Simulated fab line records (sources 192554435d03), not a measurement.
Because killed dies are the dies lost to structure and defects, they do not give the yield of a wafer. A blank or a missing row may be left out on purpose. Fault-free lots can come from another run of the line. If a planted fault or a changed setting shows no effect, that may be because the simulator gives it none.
Which tool did it? ; flow n5-finfet ; Sampling: 22 lots, 66 wafers, 6 of 1938 route steps

## WHAT THE GAUGES SHOWED, per wafer
The record holds no reading of a measuring or inspecting step that can be judged against a usual standard deviation.

## TOOL THAT RAN EACH LOT (tool first, then ch and the chambers of the sampled wafers, then the start)
lot;N5_BEOL_M2_DESCUM_16;N5_BEOL_M2_ETCH_74;N5_BEOL_M2_DESCUM_33;N5_BEOL_M2_SURFACE_TREAT_85;N5_BEOL_M2_SPUTTER_79;N5_BEOL_M2_DEP_57
L074;rie-diel-04 ch 0,1,3, day 6 15:42;rie-diel-04 ch 0,1,3, day 6 15:44;rie-diel-06 ch 0,1,2, day 6 16:42;pvd-sputter-03, day 6 20:14;pvd-sputter-02, day 6 21:00;pecvd-02 ch 0,1,2, day 6 23:32
L075;rie-diel-04 ch 0,1,3, day 6 23:13;rie-diel-04 ch 0,1,3, day 6 23:15;rie-diel-01 ch 1,2,3, day 7 00:13;pvd-sputter-02, day 7 03:32;pvd-sputter-03, day 7 05:56;pecvd-02 ch 0,1,2, day 7 08:29
L076;rie-diel-04 ch 0,1, day 7 00:14;rie-diel-04 ch 0,1, day 7 00:16;rie-diel-01 ch 1,2, day 7 01:14;pvd-sputter-03, day 7 03:34;pvd-sputter-03, day 7 04:06;pecvd-02 ch 0,1, day 7 06:37
L078;rie-diel-06 ch 0,1,3, day 7 13:40;rie-diel-06 ch 0,1,3, day 7 13:42;rie-diel-01 ch 0,1,3, day 7 14:40;pvd-sputter-03, day 7 17:07;pvd-sputter-01, day 7 17:41;pecvd-04 ch 0,1,2, day 7 20:21
L077;rie-diel-04 ch 0,1,2, day 7 14:00;rie-diel-04 ch 0,1,2, day 7 14:02;rie-diel-01 ch 0,1, day 7 15:05;pvd-sputter-03, day 7 17:11;pvd-sputter-03, day 7 17:41;pecvd-02 ch 0,2, day 7 20:13
L079;rie-diel-01 ch 1,2,3, day 8 01:08;rie-diel-01 ch 1,2,3, day 8 01:11;rie-diel-01 ch 1,2,3, day 8 02:01;pvd-sputter-02, day 8 05:24;pvd-sputter-01, day 8 05:53;pecvd-01 ch 0,1,2, day 8 08:41
L081;rie-diel-06 ch 0,1,3, day 8 04:25;rie-diel-06 ch 0,1,3, day 8 04:28;rie-diel-01 ch 0,3, day 8 05:19;pvd-sputter-02, day 8 10:17;pvd-sputter-02, day 8 11:05;pecvd-04 ch 0,1,2, day 8 13:41
L082;rie-diel-04 ch 0,1,3, day 8 16:16;rie-diel-04 ch 0,1,3, day 8 16:17;rie-diel-06 ch 0,2,3, day 8 17:28;pvd-sputter-02, day 9 00:00;pvd-sputter-01, day 9 00:38;pecvd-02 ch 0,1,2, day 9 03:14
L083;rie-diel-06 ch 0,1, day 8 20:02;rie-diel-06 ch 0,1, day 8 20:04;rie-diel-06 ch 0,2, day 8 20:55;pvd-sputter-03, day 9 09:10;pvd-sputter-01, day 9 09:40;pecvd-02 ch 0,1, day 9 12:12
L084;rie-diel-01 ch 0,1,3, day 9 02:49;rie-diel-01 ch 0,1,3, day 9 02:51;rie-diel-04 ch 2,3, day 9 03:50;pvd-sputter-01, day 9 09:11;pvd-sputter-02, day 9 09:41;pecvd-04 ch 1,2, day 9 12:19
L086;rie-diel-01 ch 2,3, day 9 16:09;rie-diel-01 ch 2,3, day 9 16:11;rie-diel-01 ch 1,2, day 9 17:02;pvd-sputter-03, day 9 21:42;pvd-sputter-01, day 9 22:11;pecvd-01 ch 0,1, day 10 00:44
L087;rie-diel-01 ch 2,3, day 9 21:43;rie-diel-01 ch 2,3, day 9 21:45;rie-diel-06 ch 1,2,3, day 9 22:46;pvd-sputter-02, day 10 03:13;pvd-sputter-01, day 10 03:43;pecvd-01 ch 1,2, day 10 06:15
L088;rie-diel-01 ch 1,2,3, day 9 22:21;rie-diel-01 ch 1,2,3, day 9 22:23;rie-diel-06 ch 0,2,3, day 9 23:21;pvd-sputter-02, day 10 03:46;pvd-sputter-02, day 10 04:17;pecvd-02 ch 0,1, day 10 06:53
L089;rie-diel-06 ch 0,2,3, day 10 10:50;rie-diel-06 ch 0,2,3, day 10 10:52;rie-diel-01 ch 0,2, day 10 11:44;pvd-sputter-02, day 10 13:59;pvd-sputter-03, day 10 14:40;pecvd-04 ch 0,2, day 10 17:24
L091;rie-diel-04 ch 0,1,2, day 10 14:47;rie-diel-04 ch 0,1,2, day 10 14:50;rie-diel-01 ch 0,3, day 10 15:40;pvd-sputter-01, day 10 21:01;pvd-sputter-01, day 10 21:29;pecvd-02 ch 0,1, day 11 00:01
L090;rie-diel-01 ch 0,3, day 10 18:16;rie-diel-01 ch 0,3, day 10 18:19;rie-diel-04 ch 0,2,3, day 10 19:20;pvd-sputter-01, day 11 09:17;pvd-sputter-03, day 11 09:53;pecvd-01 ch 0,1,2, day 11 12:25
L092;rie-diel-01 ch 1,2,3, day 11 08:02;rie-diel-01 ch 1,2,3, day 11 08:05;rie-diel-01 ch 0,2,3, day 11 09:10;pvd-sputter-03, day 11 12:26;pvd-sputter-01, day 11 13:02;pecvd-04 ch 0,1,2, day 11 15:33
L093;rie-diel-04 ch 1,2,3, day 11 09:11;rie-diel-04 ch 1,2,3, day 11 09:14;rie-diel-04 ch 0,1,3, day 11 10:04;pvd-sputter-03, day 11 17:35;pvd-sputter-01, day 11 18:13;pecvd-02 ch 1,2, day 11 20:44
L094;rie-diel-06 ch 2,3, day 11 13:19;rie-diel-06 ch 2,3, day 11 13:20;rie-diel-01 ch 0,1,2, day 11 14:11;pvd-sputter-02, day 11 18:07;pvd-sputter-02, day 11 18:34;pecvd-01 ch 0,2, day 11 21:54
L095;rie-diel-06 ch 0,2,3, day 11 22:01;rie-diel-06 ch 0,2,3, day 11 22:02;rie-diel-01 ch 0,1,2, day 11 23:01;pvd-sputter-03, day 12 03:38;pvd-sputter-03, day 12 04:16;pecvd-01 ch 0,1, day 12 07:03
L096;rie-diel-04 ch 2,3, day 12 03:22;rie-diel-04 ch 2,3, day 12 03:24;rie-diel-06 ch 0,2,3, day 12 04:17;pvd-sputter-01, day 12 06:44;pvd-sputter-02, day 12 07:14;pecvd-02 ch 1,2, day 12 09:46
L097;rie-diel-04 ch 1,2, day 12 06:40;rie-diel-04 ch 1,2, day 12 06:41;rie-diel-04 ch 1,2,3, day 12 07:48;pvd-sputter-03, day 12 10:31;pvd-sputter-03, day 12 10:58;pecvd-02 ch 1,2, day 12 13:32
- N5_BEOL_M2_DESCUM_16: chemistry O2, time 7 s.
- N5_BEOL_M2_ETCH_74: etches underlayer in N2/H2, target depth 6.5 nm, time 5.2 s.
- N5_BEOL_M2_DESCUM_33: chemistry O2, time 7 s.
- N5_BEOL_M2_SURFACE_TREAT_85
- N5_BEOL_M2_SPUTTER_79: material Cu, target thk 4.5 nm, time 8.29 s.
- N5_BEOL_M2_DEP_57: deposits SiCN from 3MS/NH3, target thk 8 nm, time 14 s.

## AS READ BY THE TOOLS THEMSELVES (means over the sampled wafers that have a number; for cases with no such wafer, the mark the record gives instead)
N5_BEOL_M2_DESCUM_16.
lot;tool;drypump-motor-current-A (A);oes-product-au (a.u.);rf-vpp-V (V);showerhead-plenum-p-Torr (Torr);throttle-valve-pct (%)
L074;rie-diel-04;5.6;0.72;242.9;2.04;20.46
L075;rie-diel-04;5.6;0.72;243.5;2.04;20.47
L076;rie-diel-04;5.6;0.70;243.0;2.07;20.54
L078;rie-diel-06;5.9;0.74;244.0;2.14;20.50
L077;rie-diel-04;5.9;0.80;243.4;2.12;20.52
L079;rie-diel-01;5.4;0.85;243.4;2.09;20.22
L081;rie-diel-06;5.9;0.72;244.0;2.14;20.52
L082;rie-diel-04;5.6;0.71;242.3;2.04;20.49
L083;rie-diel-06;5.4;0.71;243.5;2.09;20.47
L084;rie-diel-01;5.4;0.91;242.3;2.11;20.35
L086;rie-diel-01;5.7;0.83;244.0;2.12;20.34
L087;rie-diel-01;5.7;0.82;243.9;2.12;20.35
L088;rie-diel-01;5.4;0.83;244.1;2.09;20.25
L089;rie-diel-06;5.9;0.79;244.1;2.13;20.48
L091;rie-diel-04;5.9;0.85;244.0;2.11;20.44
L090;rie-diel-01;5.7;0.89;243.7;2.13;20.47
L092;rie-diel-01;5.4;0.81;243.1;2.08;20.27
L093;rie-diel-04;5.9;0.76;243.5;2.09;20.32
L094;rie-diel-06;6.3;0.78;244.3;2.13;20.51
L095;rie-diel-06;5.9;0.78;243.7;2.13;20.50
L096;rie-diel-04;6.2;0.82;243.6;2.13;20.30
L097;rie-diel-04;5.9;0.74;243.3;2.11;20.41

N5_BEOL_M2_ETCH_74.
lot;tool;drypump-motor-current-A (A);etch-rf-on-time-s (s);oes-product-au (a.u.);rf-vpp-V (V);showerhead-plenum-p-Torr (Torr);throttle-valve-pct (%)
L074;rie-diel-04;5.6;5.21;0.62;522.0;2.49;17.96
L075;rie-diel-04;5.6;5.23;0.61;520.8;2.49;17.96
L076;rie-diel-04;5.6;5.26;0.60;521.3;2.52;18.06
L078;rie-diel-06;5.9;5.24;0.62;527.2;2.60;17.90
L077;rie-diel-04;5.9;5.17;0.68;524.8;2.58;18.02
L079;rie-diel-01;5.4;5.19;0.72;523.9;2.54;17.67
L081;rie-diel-06;5.9;5.19;0.62;526.1;2.60;17.92
L082;rie-diel-04;5.6;5.19;0.61;521.2;2.48;17.99
L083;rie-diel-06;5.4;5.24;0.60;524.6;2.56;17.94
L084;rie-diel-01;5.3;5.14;0.77;523.9;2.57;17.77
L086;rie-diel-01;5.7;5.22;0.71;524.4;2.58;17.73
L087;rie-diel-01;5.7;5.26;0.71;524.8;2.58;17.75
L088;rie-diel-01;5.4;5.26;0.69;522.7;2.54;17.70
L089;rie-diel-06;5.9;5.16;0.68;525.7;2.59;17.85
L091;rie-diel-04;5.9;5.11;0.73;524.0;2.57;17.92
L090;rie-diel-01;5.7;5.17;0.74;524.5;2.60;17.84
L092;rie-diel-01;5.4;5.20;0.69;522.6;2.53;17.72
L093;rie-diel-04;5.9;5.21;0.65;522.6;2.54;17.89
L094;rie-diel-06;6.3;5.19;0.67;524.7;2.58;17.81
L095;rie-diel-06;5.9;5.25;0.66;526.1;2.59;17.87
L096;rie-diel-04;6.2;5.15;0.70;525.2;2.60;17.83
L097;rie-diel-04;5.9;5.24;0.63;524.1;2.57;17.99

N5_BEOL_M2_DESCUM_33.
lot;tool;drypump-motor-current-A (A);oes-product-au (a.u.);rf-vpp-V (V);showerhead-plenum-p-Torr (Torr);throttle-valve-pct (%)
L074;rie-diel-06;5.4;0.73;244.1;2.10;20.52
L075;rie-diel-01;5.4;0.87;243.9;2.10;20.21
L076;rie-diel-01;5.1;0.88;242.8;2.06;20.11
L078;rie-diel-01;5.4;0.94;243.4;2.11;20.33
L077;rie-diel-01;5.1;0.96;243.5;2.11;20.43
L079;rie-diel-01;5.4;0.86;243.1;2.09;20.24
L081;rie-diel-01;5.6;0.93;243.1;2.14;20.45
L082;rie-diel-06;5.9;0.81;243.9;2.14;20.45
L083;rie-diel-06;5.4;0.88;243.1;2.09;20.35
L084;rie-diel-04;6.2;0.88;244.5;2.15;20.27
L086;rie-diel-01;5.3;0.77;243.6;2.07;20.21
L087;rie-diel-06;5.8;0.78;242.7;2.09;20.43
L088;rie-diel-06;5.9;0.80;244.2;2.14;20.48
L089;rie-diel-01;5.4;0.78;242.7;2.09;20.41
L091;rie-diel-01;5.5;0.90;244.0;2.14;20.57
L090;rie-diel-04;5.9;0.85;242.7;2.09;20.37
L092;rie-diel-01;5.6;0.83;243.2;2.11;20.46
L093;rie-diel-04;5.6;0.78;242.6;2.03;20.40
L094;rie-diel-01;5.2;0.82;243.4;2.08;20.36
L095;rie-diel-01;5.2;0.82;243.4;2.08;20.36
L096;rie-diel-06;5.9;0.78;243.3;2.13;20.50
L097;rie-diel-04;5.9;0.75;242.5;2.08;20.35

N5_BEOL_M2_SURFACE_TREAT_85.
lot;tool;ar-flow-sccm (sccm)
L074;pvd-sputter-03;29.93
L075;pvd-sputter-02;29.96
L076;pvd-sputter-03;29.99
L078;pvd-sputter-03;29.96
L077;pvd-sputter-03;29.95
L079;pvd-sputter-02;29.97
L081;pvd-sputter-02;30.04
L082;pvd-sputter-02;30.06
L083;pvd-sputter-03;30.09
L084;pvd-sputter-01;30.01
L086;pvd-sputter-03;30.06
L087;pvd-sputter-02;30.02
L088;pvd-sputter-02;30.04
L089;pvd-sputter-02;29.91
L091;pvd-sputter-01;30.00
L090;pvd-sputter-01;30.06
L092;pvd-sputter-03;30.02
L093;pvd-sputter-03;29.94
L094;pvd-sputter-02;29.90
L095;pvd-sputter-03;30.03
L096;pvd-sputter-01;29.96
L097;pvd-sputter-03;29.98

N5_BEOL_M2_SPUTTER_79.
lot;tool;chamber-pressure-pa (Pa);chuck-sensor-temp-C (C);throttle-valve-pct (%)
L074;pvd-sputter-02;0.06999;-16.0;30.3
L075;pvd-sputter-03;0.06996;-15.5;29.8
L076;pvd-sputter-03;0.06996;-15.8;28.7
L078;pvd-sputter-01;0.06994;-16.2;30.5
L077;pvd-sputter-03;0.07013;-15.4;30.3
L079;pvd-sputter-01;0.07000;-16.3;30.2
L081;pvd-sputter-02;0.06999;-16.1;30.4
L082;pvd-sputter-01;0.07004;-16.2;29.9
L083;pvd-sputter-01;0.06996;-16.3;30.5
L084;pvd-sputter-02;0.06991;-15.9;28.6
L086;pvd-sputter-01;0.07015;-16.1;30.1
L087;pvd-sputter-01;0.06996;-16.2;30.5
L088;pvd-sputter-02;0.07009;-16.2;30.2
L089;pvd-sputter-03;0.06993;-15.6;30.8
L091;pvd-sputter-01;0.07003;-16.4;30.0
L090;pvd-sputter-03;0.07003;-15.4;29.1
L092;pvd-sputter-01;0.07019;-16.3;30.4
L093;pvd-sputter-01;0.07003;-16.4;30.0
L094;pvd-sputter-02;0.06995;-16.1;30.4
L095;pvd-sputter-03;0.07002;-15.9;29.2
L096;pvd-sputter-02;0.07024;-15.9;28.8
L097;pvd-sputter-03;0.06993;-15.7;30.2

N5_BEOL_M2_DEP_57.
lot;tool;showerhead-plenum-p-Torr (Torr);throttle-valve-pct (%)
L074;pecvd-02;3.659;9.5
L075;pecvd-02;3.666;9.6
L076;pecvd-02;3.661;9.5
L078;pecvd-04;3.671;8.8
L077;pecvd-02;3.651;9.4
L079;pecvd-01;3.680;8.9
L081;pecvd-04;3.671;9.0
L082;pecvd-02;3.662;9.5
L083;pecvd-02;3.665;9.6
L084;pecvd-04;3.660;8.7
L086;pecvd-01;3.665;8.9
L087;pecvd-01;3.674;9.1
L088;pecvd-02;3.662;9.5
L089;pecvd-04;3.664;8.5
L091;pecvd-02;3.660;9.5
L090;pecvd-01;3.682;8.9
L092;pecvd-04;3.671;8.6
L093;pecvd-02;3.662;9.1
L094;pecvd-01;3.678;8.8
L095;pecvd-01;3.676;9.0
L096;pecvd-02;3.662;9.1
L097;pecvd-02;3.666;9.1

## THE ANSWER, worked out from the rows above alone
Rule: usual is defined by the lots themselves. Put in order of their means at a reading, lots are off if they are a third of the lots or fewer, leave a main group of 4 or more, and stand apart from it by a gap of 3 or more times the standard deviation of the main group's means; of several such gaps the widest counts. A main group whose means are all the same, to the digits that the tables above print for the reading, isn't used. Also off: a lot with no number at a reading for which 4 or more lots have one. Where the step has rows for the other lots, those lots are counted as sound. Order of review: gauges by route order, followed by the tools' own readings, for which a lot's mean as printed above is used. At the first step where some lot is off, the reading lying furthest off is the one used; lots without a number count as furthest.
Nothing can be told from this: no lot is off at any reading shown.

## WHAT THE SIMULATOR HAD INSERTED
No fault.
